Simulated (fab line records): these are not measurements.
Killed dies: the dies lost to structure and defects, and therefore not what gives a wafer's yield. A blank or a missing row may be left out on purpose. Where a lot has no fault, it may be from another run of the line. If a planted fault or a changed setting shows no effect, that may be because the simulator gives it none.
Chamber matching | flow n5 finfet | N5_SD_EPI_P_ETCH_16 on rie diel-01 has 4 sister chambers
The step etches SiO2 in CHF3/O2, target depth 5 nm. 8 wafers are shown with their chamber, then 8 later ones without.

## WAFERS, EACH WITH ITS CHAMBER
wafer  | chamber | throttle valve pct (%) | drypump motor current A (A)
L080.4 | 2       | 19.14                  | 5.66
L081.1 | 1       | 18.95                  | 6.13
L081.2 | 3       | 18.86                  | 5.87
L081.4 | 0       | 18.46                  | 5.69
L082.1 | 3       | 18.87                  | 5.86
L082.2 | 2       | 19.13                  | 5.67
L082.5 | 0       | 18.46                  | 5.67
L086.1 | 1       | 18.96                  | 6.13

## WAFERS MISSING THEIR CHAMBER
wafer  | throttle valve pct (%) | drypump motor current A (A)
L086.2 | 19.17                  | 5.65
L086.4 | 18.88                  | 5.86
L091.1 | 19.17                  | 5.68
L091.3 | 18.97                  | 6.12
L091.6 | 18.47                  | 5.64
L096.3 | 19.20                  | 5.66
L096.5 | 18.53                  | 5.85
L096.6 | 19.17                  | 5.67

## THE CHAMBER EACH PASSED THROUGH
wafer  | from the rows above | in truth
L086.2 | 2                   | 2
L086.4 | 3                   | 3
L091.1 | 2                   | 2
L091.3 | 1                   | 1
L091.6 | 0                   | 0
L096.3 | 2                   | 2
L096.5 | 0                   | 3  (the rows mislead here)
L096.6 | 2                   | 2
Placed correctly: 7 of 8. Number that these rows cannot place: 0. Number placed wrongly: 1.
How it was worked out, from the rows above alone: a wafer's distance from a chamber is the root of the sum, over the readings, of the square of ((its reading less the chamber's mean) divided by the reading's scatter). The wafer belongs to the nearest chamber; if the next one is less than 2 further off, it can't be placed. Each chamber's mean is taken over the wafers shown for it. How the scatter is found: for the shown wafers, subtract from each reading the mean of its chamber, square and add these, divide the total by (wafers less chambers), then take the root.
